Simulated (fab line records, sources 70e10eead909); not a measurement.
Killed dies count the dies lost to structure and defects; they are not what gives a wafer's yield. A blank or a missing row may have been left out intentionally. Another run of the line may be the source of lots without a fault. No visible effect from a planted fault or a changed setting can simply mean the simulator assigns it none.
fab line records	flow nand-harc
record: lots: 24	wafers: 72	last-day: 24
route steps=1159 shown A_CHANNEL_FILL_D1@494 A_STAIRCASE@532
lots with no fault: from the same line, run without faults
start-h: the number of hours between the record's first day and the start of the first shown wafer of the lot	wait-h: how many hours have passed since the lot's step before this one	" unchanged from the row above	L1.1+2: one row covering several wafers at once	- either no value or no given start	* or withheld: withheld	< > ~ a bound
route shown NAME@n: a module of which the file shows steps, and the number in the route of the first	usual: mean/standard deviation taken from wafers without a fault	same: alike in all rows	chamber/n: place in a boat	sites: readings site by site	_std_site: standard deviation across them	_edge_site: the outer-site mean with the inner-site mean subtracted	radius-mm: for every site, how far away it sits from the centre of the wafer	mask NAME#n: copy n	behind: the most recent tool/chamber to have shaped the wafer	hold: reason for holding the lot/hours on hold/outcome of the hold	device: which transistor (n, p or np) failed to switch	end of line: tests of these same wafers at the route's end	a step given without rows: its recipe and nothing more	killed: dies lost to structure and defects at the first sort, not the wafer's yield	map: a wafer's dies, x killed, . not, _ none there
set.NAME: the setting that was run; set.NAME@STEP: the one run at that earlier step	model.NAME: the simulator's own value behind a step, which no gauge read
one table for each step of the route and one row for each wafer, over a sample of lots
services: from which hour (start-h, from the record's first day; less than 0 if before it) a tool's chamber was out of use, for how many hours, and why
== steps ==
step: NHARC_A_CHANNEL_FILL_D1_ALD_14
recipe: target-thk-a: 25	pulse-time-s: 10	ald-cycles: 25	temp-c: 300	material: SiO2
usual: heater-power-w: 468/43	precursor-pulse-height-rel: 1.000/0.02
lot.wafer	tool	chamber	start-h	wait-h	heater-power-w	precursor-pulse-height-rel
L074.4	ald-hk-01	0	208.97	2.2	393	1.005
L074.2	"	1	"	"	504	0.972
L074.3	"	2	"	"	491	0.982
L076.1	ald-hk-01	0	209.23	2.5	389	1.037
L076.6	"	3	"	"	437	0.999
L076.5	"	0	"	"	384	1.011
L075.3	ald-hk-02	1	211.03	0.1	501	1.008
L075.4	"	3	"	"	438	1.014
L075.6	"	1	"	"	498	0.982
L079.1	ald-hk-03	3	215.92	0.1	452	0.990
L079.2	"	0	"	"	484	1.022
L079.6	"	3	"	"	448	1.011
L078.4	ald-hk-01	3	215.93	0.1	439	0.997
L078.1	"	0	"	"	389	0.979
L078.2	"	1	"	"	506	0.971
L077.1	ald-hk-02	3	215.99	0.2	437	0.990
L077.6	"	0	"	"	486	1.015
L077.5	"	1	"	"	500	1.000
L081.1	ald-hk-03	0	222.42	0.0	491	0.975
L081.2	"	2	"	"	461	1.014
L081.6	"	0	"	"	481	0.987
L080.1	ald-hk-01	3	222.42	0.0	435	1.005
L080.3	"	2	"	"	502	1.000
L080.6	"	3	"	"	439	1.013
L084.2	ald-hk-02	0	255.23	0.0	491	0.959
L084.1	"	1	"	"	515	1.015
L084.5	"	1	"	"	498	0.972
L082.3	ald-hk-03	0	255.26	0.1	492	1.014
L082.2	"	2	"	"	451	1.023
L082.6	"	3	"	"	450	0.993
L083.1	ald-hk-01	3	258.32	0.1	439	1.024
L083.3	"	0	"	"	391	0.978
L083.6	"	2	"	"	515	1.023
L086.1	ald-hk-01	2	263.21	0.1	507	1.011
L086.6	"	0	"	"	382	1.000
L086.5	"	1	"	"	465	1.007
L088.3	ald-hk-01	0	263.35	0.3	397	0.990
L088.2	"	3	"	"	438	1.017
L088.6	"	1	"	"	459	0.977
L085.1	ald-hk-01	3	267.32	0.0	443	1.000
L085.4	"	1	"	"	474	1.017
L085.6	"	0	"	"	398	0.987
L087.4	ald-hk-02	3	280.59	0.0	443	0.973
L087.1	"	0	"	"	486	0.998
L087.3	"	2	"	"	534	0.975
L089.1	ald-hk-01	3	280.60	0.0	436	0.995
L089.5	"	3	"	"	445	0.995
L089.6	"	0	"	"	398	0.967
L090.4	ald-hk-02	0	292.16	1.1	487	1.015
L090.5	"	2	"	"	531	0.980
L090.6	"	3	"	"	426	1.032
L091.4	ald-hk-01	2	300.36	0.0	514	0.990
L091.3	"	0	"	"	398	0.989
L091.1	"	1	"	"	474	1.015
L092.4	ald-hk-03	3	300.46	0.2	455	0.969
L092.5	"	0	"	"	497	1.038
L092.6	"	1	"	"	508	1.024
L093.4	ald-hk-01	3	306.93	0.1	443	0.997
L093.1	"	1	"	"	477	1.006
L093.3	"	2	"	"	526	1.007
L094.4	ald-hk-02	1	307.04	0.2	481	1.018
L094.6	"	2	"	"	545	0.973
L094.5	"	3	"	"	420	0.991
L095.2	ald-hk-03	3	321.50	0.1	448	0.995
L095.4	"	0	"	"	501	1.025
L095.1	"	2	"	"	448	0.997
L096.3	ald-hk-02	3	325.73	0.1	430	0.986
L096.4	"	0	"	"	473	0.984
L096.6	"	3	"	"	425	0.985
L097.1	ald-hk-02	0	329.85	0.0	476	0.999
L097.2	"	1	"	"	485	0.945
L097.4	"	3	"	"	422	1.020
step: NHARC_A_CHANNEL_FILL_D1_ETCHBACK_08
recipe: target-depth-a: 2200	time-s: 110	c4f8-flow-sccm: 20	ar-flow-sccm: withheld	rf-w: 600	bias-w: 300	chemistry: C4F8
usual: oes-product-au: 0.95/0.038	rf-vpp-V: 441/3.1
lot.wafer	tool	chamber	start-h	wait-h	oes-product-au	rf-hours-counter-h	rf-vpp-V
L074.3	rie-diel-10	0	-	-	0.91	1	439
L074.2	"	1	"	"	0.92	1	445
L074.4	"	2	"	"	0.92	1	444
L076.1	rie-diel-11	2	-	-	1.00	2	438
L076.5	"	2	"	"	1.00	-	438
L076.6	"	3	"	"	0.99	-	445
L075.3	rie-diel-10	2	-	-	0.98	2	446
L075.4	"	3	"	"	1.00	1	443
L075.6	"	1	"	"	0.99	-	444
L079.2	rie-diel-11	1	-	-	0.94	2	441
L079.1	"	2	"	"	0.93	2	438
L079.6	"	3	"	"	0.92	-	444
L077.1	rie-diel-13	1	-	-	0.90	27	438
L077.6	"	3	"	"	0.92	-	443
L077.5	"	0	"	"	0.92	-	438
L078.1	rie-diel-10	1	-	-	1.00	1	445
L078.2	"	2	"	"	0.98	2	445
L078.4	"	1	"	"	1.00	-	444
L081.2	rie-diel-11	3	-	-	0.98	2	446
L081.1	"	1	"	"	1.00	2	441
L081.6	"	3	"	"	0.98	-	445
L080.1	rie-diel-13	0	-	-	0.93	29	438
L080.3	"	2	"	"	0.94	28	439
L080.6	"	0	"	"	0.93	-	439
L084.2	rie-diel-11	2	-	-	0.93	4	438
L084.1	"	3	"	"	0.92	3	446
L084.5	"	2	"	"	0.92	-	437
L082.3	rie-diel-10	2	-	-	0.91	2	446
L082.2	"	0	"	"	0.92	2	438
L082.6	"	3	"	"	0.92	-	441
L083.1	rie-diel-10	1	-	-	0.99	3	445
L083.3	"	3	"	"	0.99	3	442
L083.6	"	1	"	"	0.99	-	445
L086.1	rie-diel-10	2	-	-	0.99	2	444
L086.5	"	0	"	"	0.91	-	436
L086.6	"	1	"	"	0.93	-	445
L088.2	rie-diel-13	3	-	-	1.00	2	442
L088.3	"	2	"	"	1.01	2	439
L088.6	"	0	"	"	1.00	-	438
L085.4	rie-diel-10	2	-	-	0.99	3	444
L085.1	"	3	"	"	1.00	3	442
L085.6	"	1	"	"	1.01	-	443
L089.1	rie-diel-11	3	-	-	0.92	4	445
L089.6	"	1	"	"	0.93	-	441
L089.5	"	2	"	"	0.91	-	436
L087.1	rie-diel-10	0	-	-	0.92	3	438
L087.4	"	1	"	"	0.93	3	444
L087.3	"	2	"	"	0.92	3	444
L090.4	rie-diel-10	0	-	-	0.99	3	439
L090.5	"	0	"	"	0.99	-	438
L090.6	"	1	"	"	1.01	-	445
L091.1	rie-diel-10	0	-	-	0.91	4	438
L091.3	"	2	"	"	0.92	4	444
L091.4	"	3	"	"	0.92	4	442
L092.4	rie-diel-10	3	-	-	0.92	4	440
L092.6	"	0	"	"	0.93	-	438
L092.5	"	1	"	"	0.92	-	445
L094.4	rie-diel-11	2	-	-	1.00	5	438
L094.6	"	3	"	"	1.00	-	445
L094.5	"	0	"	"	1.00	-	437
L093.4	rie-diel-10	3	-	-	0.93	4	442
L093.3	"	0	"	"	0.92	4	439
L093.1	"	1	"	"	0.92	4	444
L095.4	rie-diel-11	2	-	-	0.92	6	439
L095.1	"	0	"	"	0.93	6	436
L095.2	"	1	"	"	0.93	6	439
L096.4	rie-diel-11	3	-	-	0.91	6	443
L096.3	"	0	"	"	0.92	6	435
L096.6	"	2	"	"	0.92	-	439
L097.1	rie-diel-10	0	-	-	1.01	0	437
L097.4	"	1	"	"	1.01	0	446
L097.2	"	2	"	"	1.00	0	446
step: NHARC_A_CHANNEL_FILL_D1_INSPECT_13
usual: raw-defect-count: 288/110
lot.wafer	tool	chamber	start-h	wait-h	raw-defect-count
L076.1	defect-inspect-02	-	249.96	0.2	270
L076.5	"	-	"	"	160
L076.6	"	-	"	"	227
L074.2	defect-inspect-02	-	249.98	0.1	188
L074.3	"	-	"	"	405
L074.4	"	-	"	"	527
L075.3	defect-inspect-02	-	252.47	0.1	262
L075.4	"	-	"	"	201
L075.6	"	-	"	"	199
L079.1	defect-inspect-01	-	256.51	0.2	382
L079.2	"	-	"	"	200
L079.6	"	-	"	"	328
L078.1	defect-inspect-02	-	256.68	0.2	169
L078.2	"	-	"	"	220
L078.4	"	-	"	"	208
L077.1	defect-inspect-01	-	256.82	0.2	421
L077.5	"	-	"	"	374
L077.6	"	-	"	"	279
L080.1	defect-inspect-02	-	263.40	0.2	217
L080.3	"	-	"	"	326
L080.6	"	-	"	"	195
L081.1	defect-inspect-01	-	263.48	0.2	375
L081.2	"	-	"	"	269
L081.6	"	-	"	"	208
L082.2	defect-inspect-02	-	296.25	0.1	180
L082.3	"	-	"	"	199
L082.6	"	-	"	"	181
L084.1	defect-inspect-02	-	296.29	0.2	254
L084.2	"	-	"	"	402
L084.5	"	-	"	"	195
L083.1	defect-inspect-01	-	300.16	0.2	137
L083.3	"	-	"	"	265
L083.6	"	-	"	"	421
L086.1	defect-inspect-01	-	304.33	0.2	245
L086.5	"	-	"	"	200
L086.6	"	-	"	"	232
L088.2	defect-inspect-01	-	304.50	0.1	232
L088.3	"	-	"	"	205
L088.6	"	-	"	"	158
L085.1	defect-inspect-01	-	307.76	0.2	183
L085.4	"	-	"	"	221
L085.6	"	-	"	"	325
L087.1	defect-inspect-02	-	323.71	0.2	202
L087.3	"	-	"	"	407
L087.4	"	-	"	"	393
L089.1	defect-inspect-01	-	323.72	0.2	313
L089.5	"	-	"	"	275
L089.6	"	-	"	"	286
L090.4	defect-inspect-02	-	334.09	0.1	276
L090.5	"	-	"	"	432
L090.6	"	-	"	"	956
L091.1	defect-inspect-01	-	346.40	0.2	232
L091.3	"	-	"	"	285
L091.4	"	-	"	"	236
L092.4	defect-inspect-01	-	346.66	0.1	313
L092.5	"	-	"	"	313
L092.6	"	-	"	"	344
L094.4	defect-inspect-02	-	349.91	0.1	155
L094.5	"	-	"	"	258
L094.6	"	-	"	"	165
L093.1	defect-inspect-01	-	349.91	0.2	394
L093.3	"	-	"	"	202
L093.4	"	-	"	"	345
L095.1	defect-inspect-02	-	364.36	0.2	430
L095.2	"	-	"	"	483
L095.4	"	-	"	"	420
L096.3	defect-inspect-02	-	368.25	0.1	275
L096.4	"	-	"	"	241
L096.6	"	-	"	"	189
L097.1	defect-inspect-02	-	373.69	0.2	173
L097.2	"	-	"	"	351
L097.4	"	-	"	"	172
step: NHARC_A_STAIRCASE_ETCH_170
recipe: target-depth-a: 2000	time-s: 66.667	ion-energy-ev: 250	c4f6-flow-sccm: 25	o2-flow-sccm: 20	ar-flow-sccm: 500	rf-w: 600	bias-w: 500	chemistry: C4F6/O2
usual: bias-w: 500.1/1.4	drypump-motor-current-A: 5.7/0.39	oes-product-au: 0.978/0.016	rf-vpp-V: 546/3	showerhead-plenum-p-Torr: 3.87/0.14	throttle-valve-pct: 26.904/0.008
lot.wafer	tool	chamber	start-h	wait-h	bias-w	drypump-motor-current-A	oes-product-au	rf-hours-counter-h	rf-vpp-V	showerhead-plenum-p-Torr	throttle-valve-pct
L076.1	rie-diel-08	3	-	-	500.9	5.5	0.982	48	543	3.71	26.910
L076.5	"	3	"	"	500.8	5.5	0.974	-	543	3.71	26.898
L076.6	"	0	"	"	500.3	5.8	0.989	-	545	3.72	26.905
L074.2	rie-diel-07	2	-	-	499.2	6.0	0.982	2	548	3.96	26.898
L074.4	"	3	"	"	499.1	5.3	0.983	2	546	3.90	26.910
L074.3	"	1	"	"	500.6	5.6	0.990	2	546	3.90	26.905
L075.3	rie-diel-01	0	-	-	500.4	6.7	0.974	42	542	3.69	26.902
L075.4	"	1	"	"	499.8	5.1	0.981	43	544	3.74	26.897
L075.6	"	0	"	"	501.1	6.7	0.974	-	542	3.69	26.901
L079.2	rie-diel-01	2	-	-	499.5	6.0	0.978	41	549	4.03	26.912
L079.1	"	3	"	"	498.9	5.4	0.963	40	546	3.87	26.904
L079.6	"	2	"	"	498.1	6.0	0.989	-	550	4.03	26.911
L077.1	rie-diel-01	3	-	-	499.1	5.4	0.951	40	545	3.87	26.891
L077.6	"	3	"	"	499.0	5.4	0.954	-	547	3.87	26.897
L077.5	"	0	"	"	499.2	6.8	0.972	-	542	3.69	26.903
L078.1	rie-diel-07	1	-	-	500.4	5.7	0.989	4	544	3.90	26.903
L078.4	"	2	"	"	501.6	6.0	0.981	3	548	3.96	26.890
L078.2	"	3	"	"	501.4	5.3	0.975	3	545	3.89	26.905
L080.3	rie-diel-08	0	-	-	502.0	5.8	1.010	51	542	3.71	26.906
L080.1	"	3	"	"	496.1	5.5	1.001	51	543	3.71	26.901
L080.6	"	3	"	"	500.1	5.6	1.004	-	542	3.71	26.920
L081.1	rie-diel-08	3	-	-	500.9	5.6	0.996	51	542	3.71	26.907
L081.2	"	0	"	"	500.3	5.8	1.004	51	543	3.71	26.895
L081.6	"	3	"	"	498.4	5.5	1.002	-	543	3.71	26.917
L082.2	rie-diel-08	2	-	-	501.7	5.9	0.989	44	545	3.77	26.904
L082.3	"	3	"	"	501.5	5.5	0.987	62	544	3.71	26.908
L082.6	"	2	"	"	500.5	6.0	0.982	-	544	3.77	26.911
L084.2	rie-diel-07	1	-	-	500.3	5.6	0.998	17	548	3.89	26.894
L084.1	"	2	"	"	500.7	6.0	0.994	17	549	3.95	26.900
L084.5	"	1	"	"	499.3	5.7	1.001	-	547	3.89	26.898
L083.1	rie-diel-07	1	-	-	498.3	5.6	1.001	17	547	3.89	26.884
L083.3	"	2	"	"	499.8	6.0	0.997	18	545	3.95	26.902
L083.6	"	0	"	"	501.4	5.8	0.979	-	554	4.17	26.900
L086.1	rie-diel-07	1	-	-	499.6	5.6	1.001	19	547	3.89	26.892
L086.6	"	0	"	"	499.9	5.8	0.999	-	552	4.17	26.895
L086.5	"	1	"	"	496.9	5.7	0.993	-	546	3.89	26.907
L088.2	rie-diel-01	0	-	-	499.7	6.7	0.948	62	541	3.68	26.908
L088.3	"	3	"	"	500.9	5.4	0.951	57	548	3.86	26.905
L088.6	"	1	"	"	502.1	5.1	0.939	-	542	3.73	26.906
L085.4	rie-diel-07	3	-	-	500.6	5.3	0.980	22	546	3.88	26.903
L085.1	"	1	"	"	500.2	5.7	0.992	22	546	3.89	26.900
L085.6	"	2	"	"	501.6	5.9	0.996	-	548	3.95	26.899
L087.1	rie-diel-08	1	-	-	498.3	5.5	0.972	6	544	3.87	26.898
L087.3	"	3	"	"	500.9	5.6	0.971	8	542	3.70	26.923
L087.4	"	0	"	"	498.0	5.8	0.959	8	543	3.70	26.908
L089.1	rie-diel-07	1	-	-	499.9	5.6	0.982	29	546	3.89	26.916
L089.5	"	1	"	"	499.5	5.6	0.984	-	545	3.89	26.917
L089.6	"	3	"	"	502.4	5.3	0.975	-	548	3.88	26.931
L090.4	rie-diel-07	3	-	-	502.0	5.3	0.961	37	546	3.87	26.904
L090.6	"	2	"	"	501.0	6.0	0.988	-	548	3.94	26.902
L090.5	"	3	"	"	502.0	5.3	0.966	-	546	3.87	26.912
L091.1	rie-diel-01	1	-	-	499.5	5.2	0.967	8	543	3.72	26.890
L091.3	"	2	"	"	498.2	6.1	0.994	8	549	4.01	26.896
L091.4	"	0	"	"	500.1	6.7	0.983	10	541	3.67	26.904
L092.4	rie-diel-08	0	-	-	500.5	5.8	0.976	17	542	3.70	26.911
L092.5	"	3	"	"	502.3	5.5	0.986	-	543	3.69	26.897
L092.6	"	0	"	"	499.8	5.8	0.974	-	542	3.70	26.916
L094.6	rie-diel-08	2	-	-	498.4	6.0	0.974	-	544	3.76	26.896
L094.5	"	3	"	"	499.8	5.6	0.992	-	542	3.69	26.899
L094.4	"	0	"	"	502.8	5.8	0.986	-	540	3.70	26.911
L093.1	rie-diel-07	0	-	-	502.5	5.8	0.958	35	553	4.16	26.896
L093.3	"	1	"	"	500.5	5.6	0.949	39	548	3.88	26.904
L093.4	"	2	"	"	500.9	6.0	0.944	40	547	3.94	26.904
L095.1	rie-diel-01	3	-	-	501.1	5.4	0.969	16	546	3.85	26.911
L095.2	"	1	"	"	499.8	5.1	0.957	14	543	3.72	26.912
L095.4	"	2	"	"	500.2	6.0	0.981	14	549	4.01	26.912
L096.3	rie-diel-07	0	-	-	500.8	5.8	0.982	41	551	4.16	26.910
L096.4	"	1	"	"	502.2	5.7	0.988	45	546	3.88	26.896
L096.6	"	0	"	"	501.1	5.8	0.985	-	552	4.16	26.912
L097.1	rie-diel-07	2	-	-	501.7	5.9	0.970	50	546	3.93	26.903
L097.4	"	0	"	"	498.4	5.8	0.949	45	551	4.16	26.905
L097.2	"	1	"	"	499.9	5.6	0.958	48	545	3.87	26.908
step: NHARC_A_STAIRCASE_ETCH_15
recipe: target-depth-a: 1000	time-s: 40.5	ion-energy-ev: 400	c4f8-flow-sccm: 20	o2-flow-sccm: 10	ar-flow-sccm: withheld	rf-w: 600	bias-w: 1000	chemistry: C4F8/O2
usual: bias-w: 1000.0/2.8	oes-product-au: 0.941/0.012	rf-vpp-V: 894/4.7
lot.wafer	tool	chamber	start-h	wait-h	bias-w	oes-product-au	rf-hours-counter-h	rf-vpp-V
L076.1	rie-diel-08	1	-	-	999.9	0.942	37	894
L076.5	"	1	"	"	995.3	0.935	-	895
L076.6	"	2	"	"	1001.9	0.930	-	892
L074.4	rie-diel-07	1	-	-	999.3	0.956	2	897
L074.2	"	2	"	"	995.7	0.943	2	896
L074.3	"	3	"	"	1000.2	0.949	2	896
L075.3	rie-diel-08	2	-	-	997.8	0.933	32	889
L075.6	"	1	"	"	1004.6	0.929	-	894
L075.4	"	2	"	"	1000.7	0.927	-	890
L079.2	rie-diel-01	2	-	-	997.6	0.929	42	900
L079.1	"	0	"	"	1000.7	0.934	44	887
L079.6	"	3	"	"	998.1	0.920	-	894
L077.1	rie-diel-07	1	-	-	1002.5	0.961	4	897
L077.5	"	0	"	"	1005.5	0.951	-	903
L077.6	"	1	"	"	998.5	0.970	-	897
L078.2	rie-diel-07	3	-	-	998.0	0.944	4	894
L078.1	"	0	"	"	995.1	0.958	5	904
L078.4	"	1	"	"	998.9	0.953	5	894
L080.3	rie-diel-01	2	-	-	1000.4	0.930	46	899
L080.1	"	0	"	"	1001.1	0.956	49	889
L080.6	"	2	"	"	999.7	0.927	-	897
L081.2	rie-diel-07	1	-	-	998.2	0.952	8	895
L081.1	"	2	"	"	997.6	0.940	7	897
L081.6	"	2	"	"	1001.2	0.936	-	897
L082.2	rie-diel-01	0	-	-	1004.1	0.939	60	888
L082.3	"	1	"	"	1002.6	0.923	63	889
L082.6	"	1	"	"	1003.0	0.937	-	889
L084.2	rie-diel-08	0	-	-	995.5	0.963	62	888
L084.1	"	2	"	"	1002.5	0.929	44	892
L084.5	"	0	"	"	998.1	0.964	-	888
L083.1	rie-diel-07	3	-	-	999.0	0.933	19	894
L083.3	"	2	"	"	997.5	0.930	19	898
L083.6	"	3	"	"	998.0	0.926	-	896
L086.1	rie-diel-01	3	-	-	1000.4	0.920	58	893
L086.6	"	3	"	"	998.4	0.923	-	895
L086.5	"	0	"	"	999.2	0.944	-	886
L088.3	rie-diel-01	3	-	-	997.3	0.927	58	894
L088.2	"	0	"	"	1000.1	0.944	63	889
L088.6	"	3	"	"	997.5	0.928	-	894
L085.1	rie-diel-01	1	-	-	1003.2	0.927	68	888
L085.4	"	3	"	"	1001.3	0.921	60	894
L085.6	"	0	"	"	998.8	0.930	-	889
L087.1	rie-diel-07	1	-	-	997.2	0.940	29	894
L087.3	"	3	"	"	999.1	0.935	31	895
L087.4	"	3	"	"	1004.6	0.932	-	895
L089.1	rie-diel-01	2	-	-	998.6	0.939	1	899
L089.6	"	3	"	"	1000.5	0.947	-	893
L089.5	"	0	"	"	1001.2	0.954	-	887
L090.4	rie-diel-08	1	-	-	1002.3	0.943	12	894
L090.6	"	2	"	"	995.5	0.941	-	890
L090.5	"	3	"	"	1001.3	0.940	-	889
L091.4	rie-diel-07	2	-	-	999.2	0.965	40	897
L091.3	"	3	"	"	996.0	0.945	39	895
L091.1	"	0	"	"	1002.4	0.940	34	903
L092.4	rie-diel-01	0	-	-	999.5	0.954	10	888
L092.5	"	3	"	"	998.6	0.942	-	894
L092.6	"	0	"	"	998.4	0.949	-	887
L094.4	rie-diel-07	3	-	-	995.9	0.949	40	896
L094.5	"	3	"	"	999.1	0.930	-	893
L094.6	"	0	"	"	1003.2	0.943	-	902
L093.3	rie-diel-01	1	-	-	997.9	0.951	9	890
L093.1	"	2	"	"	994.9	0.930	10	898
L093.4	"	3	"	"	1002.8	0.943	12	894
L095.1	rie-diel-08	2	-	-	1002.4	0.933	23	891
L095.4	"	0	"	"	1000.9	0.944	25	888
L095.2	"	1	"	"	1001.6	0.917	15	895
L096.4	rie-diel-08	0	-	-	996.0	0.927	30	888
L096.3	"	1	"	"	1002.6	0.915	19	894
L096.6	"	1	"	"	1004.9	0.927	-	894
L097.4	rie-diel-07	1	-	-	1001.8	0.948	49	895
L097.2	"	2	"	"	1001.0	0.958	51	896
L097.1	"	3	"	"	1006.2	0.936	52	893
step: NHARC_A_STAIRCASE_ETCH_25
recipe: target-depth-a: 1000	time-s: 40.5	ion-energy-ev: 400	c4f8-flow-sccm: 20	o2-flow-sccm: 10	ar-flow-sccm: withheld	rf-w: 600	bias-w: 1000	chemistry: C4F8/O2
usual: bias-w: 999.6/2.9	oes-product-au: 0.944/0.012	rf-vpp-V: 895/4.7
lot.wafer	tool	chamber	start-h	wait-h	bias-w	oes-product-au	rf-hours-counter-h	rf-vpp-V
L076.1	rie-diel-08	2	-	-	1002.0	0.943	32	891
L076.6	"	1	"	"	998.0	0.948	-	894
L076.5	"	2	"	"	1000.1	0.936	-	891
L074.3	rie-diel-01	0	-	-	999.1	0.963	43	889
L074.4	"	1	"	"	997.5	0.958	44	890
L074.2	"	2	"	"	995.3	0.942	40	901
L075.4	rie-diel-07	1	-	-	996.5	0.963	3	894
L075.3	"	3	"	"	997.2	0.948	3	897
L075.6	"	1	"	"	998.6	0.967	-	896
L079.1	rie-diel-08	2	-	-	1000.7	0.934	35	890
L079.2	"	0	"	"	1004.0	0.952	49	889
L079.6	"	1	"	"	997.7	0.945	-	895
L077.1	rie-diel-01	2	-	-	999.0	0.940	43	899
L077.6	"	2	"	"	996.9	0.941	-	900
L077.5	"	3	"	"	998.3	0.926	-	895
L078.4	rie-diel-07	1	-	-	1003.6	0.951	5	895
L078.2	"	2	"	"	1003.8	0.940	5	897
L078.1	"	3	"	"	1001.2	0.943	5	894
L081.1	rie-diel-07	2	-	-	998.4	0.960	8	896
L081.2	"	0	"	"	1001.3	0.957	8	904
L081.6	"	1	"	"	1000.1	0.957	-	894
L080.3	rie-diel-01	3	-	-	999.9	0.911	46	892
L080.1	"	1	"	"	998.9	0.932	51	890
L080.6	"	3	"	"	1002.0	0.916	-	894
L082.3	rie-diel-08	2	-	-	1002.2	0.942	45	890
L082.2	"	1	"	"	995.8	0.955	55	895
L082.6	"	2	"	"	995.5	0.943	-	892
L084.2	rie-diel-01	0	-	-	1000.2	0.956	60	887
L084.1	"	2	"	"	998.9	0.941	59	899
L084.5	"	0	"	"	996.6	0.957	-	888
L083.3	rie-diel-07	3	-	-	1000.4	0.935	20	894
L083.1	"	0	"	"	999.3	0.928	19	905
L083.6	"	2	"	"	998.1	0.930	-	897
L086.1	rie-diel-07	2	-	-	1005.5	0.951	23	897
L086.6	"	3	"	"	994.2	0.931	-	895
L086.5	"	0	"	"	1005.6	0.952	-	904
L088.3	rie-diel-07	3	-	-	1001.8	0.930	23	894
L088.2	"	0	"	"	995.6	0.940	22	906
L088.6	"	0	"	"	1000.8	0.947	-	903
L085.1	rie-diel-07	1	-	-	993.1	0.956	23	895
L085.4	"	3	"	"	1006.2	0.934	24	894
L085.6	"	1	"	"	990.9	0.953	-	896
L087.3	rie-diel-07	2	-	-	1006.3	0.947	32	898
L087.1	"	1	"	"	1002.5	0.941	30	894
L087.4	"	2	"	"	1003.5	0.933	-	898
L089.1	rie-diel-07	1	-	-	995.4	0.944	30	896
L089.5	"	1	"	"	1003.8	0.941	-	894
L089.6	"	2	"	"	997.7	0.936	-	896
L090.4	rie-diel-08	1	-	-	1000.1	0.933	13	893
L090.5	"	0	"	"	999.2	0.957	-	889
L090.6	"	1	"	"	994.5	0.943	-	895
L091.4	rie-diel-01	1	-	-	1002.8	0.954	9	888
L091.1	"	3	"	"	997.8	0.933	11	893
L091.3	"	0	"	"	998.6	0.947	11	888
L092.4	rie-diel-01	1	-	-	1002.5	0.952	9	889
L092.6	"	3	"	"	1000.3	0.925	-	894
L092.5	"	0	"	"	997.2	0.937	-	887
L094.4	rie-diel-07	1	-	-	999.9	0.941	40	894
L094.6	"	3	"	"	1002.3	0.942	-	894
L094.5	"	0	"	"	996.7	0.952	-	902
L093.1	rie-diel-07	1	-	-	1001.2	0.942	40	893
L093.3	"	2	"	"	998.3	0.957	41	896
L093.4	"	0	"	"	998.9	0.949	36	904
L095.4	rie-diel-08	1	-	-	998.5	0.924	15	894
L095.1	"	2	"	"	997.2	0.934	23	889
L095.2	"	3	"	"	999.9	0.950	26	887
L096.4	rie-diel-07	0	-	-	992.3	0.956	46	903
L096.3	"	1	"	"	995.6	0.955	48	895
L096.6	"	3	"	"	1001.0	0.960	-	894
L097.4	rie-diel-07	3	-	-	1000.7	0.950	53	893
L097.2	"	1	"	"	999.2	0.951	49	895
L097.1	"	2	"	"	997.6	0.944	52	895
== services ==
tool	chamber	start-h	hours	kind
rie-diel-11	-	189.50	9.0	pm
rie-diel-07	0	207.66	-	clean
rie-diel-07	1	207.66	-	clean
rie-diel-10	0	207.78	2.1	repair
ald-hk-02	-	224.10	0.2	repair
ald-hk-01	-	228.15	10.0	pm
rie-diel-07	-	228.51	9.0	pm
rie-diel-08	-	236.07	1.2	repair
rie-diel-13	-	237.43	0.3	repair
rie-diel-10	0	248.10	6.1	repair
rie-diel-10	2	252.95	12.7	repair
rie-diel-08	3	254.08	6.2	repair
rie-diel-13	-	276.06	9.0	pm
rie-diel-10	2	279.70	4.8	repair
ald-hk-02	-	282.08	10.0	pm
rie-diel-08	-	302.88	9.0	pm
rie-diel-10	0	306.87	1.8	repair
rie-diel-01	-	314.93	9.0	pm
rie-diel-08	-	321.30	0.4	repair
ald-hk-03	-	322.00	10.0	pm
rie-diel-08	1	348.57	18.6	repair
rie-diel-10	-	350.79	3.0	repair
rie-diel-11	-	366.63	9.0	pm
rie-diel-10	-	375.63	0.8	repair
== key ==
fault none
